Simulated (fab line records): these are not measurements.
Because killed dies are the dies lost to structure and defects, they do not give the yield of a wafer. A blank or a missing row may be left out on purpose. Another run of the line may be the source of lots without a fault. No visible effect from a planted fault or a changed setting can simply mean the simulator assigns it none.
Code-filled problem report in 8D (eight disciplines) form    flow nand_harc    the parts of the form that need people (team, actions taken, sign-off) are left out

1. WHAT WENT WRONG
Mean of oes_product_au at NHARC_P_M2_ETCH_28: 0.856 a.u. across 9 wafers in 3 lots; on wafers with no fault it is 0.999 a.u. (standard deviation 0.0082). Relative to the usual mean, that is a shift of -17 standard deviations.
The step: etches the open film in CF4/N2, target depth 30 nm, time 72.99 s.
Earliest sighting: wafer L562.3 on rie_diel-01 at day 9 01:41. The record has a number at this step for 36 wafers belonging to 12 lots. Rule for "out" (also "out of limits"): further than 4 standard deviations from the usual mean. Any other wafer with a number is counted as sound.

2. WHAT IT IS, WHAT IT ISN'T
question                     is                      is not
which readings at this step  oes_product_au          drypump_motor_current_A, rf_vpp_V, showerhead_plenum_p_Torr
which lots                   L562, L563, L565        L556, L558, L559, L560, L561, L573, L576, L578, L579
which wafers of those lots   all that have a number  -
read on which tools          rie_diel-01             rie_diel-02, rie_diel-09
when                         from day 9 01:41        up to then (15 sound wafers); but 12 sound wafers of L573, L576, L578, L579 came after

3. SUSPECTS, AND WHAT RULES EACH OUT
Counting: a tool stays on the suspect list if, at a process step up to the reading, it processed all lots that are out and no sound lot following the first of them.
- rie_diel-01 at NHARC_P_M2_ETCH_28 (etches the open film in CF4/N2, target depth 30 nm, time 72.99 s): kept. All lots that are out passed through it, beginning with L562 at day 9 01:41, and no sound lot followed; its final sound lot before that point was L561 at day 8 09:49. Out on those wafers are its own readings of oes_product_au.
The count leaves rie_diel-01 at NHARC_P_M2_ETCH_28.

4. THE CAUSE (what the simulator had put in)
Process parameters drifting: rie_diel-01 at NHARC_P_M2_ETCH_28, beginning at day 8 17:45. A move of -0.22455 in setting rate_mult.
This tool alone remained once counting was done.

5. THE CHAIN OF EFFECTS, in route order
Rows list readings where the struck wafers' mean (over those with a number) sits beyond 3 standard deviations from the usual. Only readings for which the record gives a usual standard deviation are gone through. hours: the time from each lot's start at the first step in this table that gives one to its start at this step, as a median over the lots. sigmas: the change in usual standard deviations.
hours  step                reading         usual       on struck wafers  change  sigmas
0      NHARC_P_M2_ETCH_28  oes_product_au  0.999 a.u.  0.856             -0.143  -17
The process steps in it:
- NHARC_P_M2_ETCH_28: etches the open film in CF4/N2, target depth 30 nm, time 72.99 s.
Later steps that measure or inspect, where all struck wafers having a row at the step show a number for every such reading and not one has moved that far: NHARC_END_SORT_01.

6. HOW IT WOULD HAVE BEEN CAUGHT EARLIER
8 hours passed between the start of the fault at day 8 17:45 and the first reading out of limits in this record, taken at day 9 01:41.
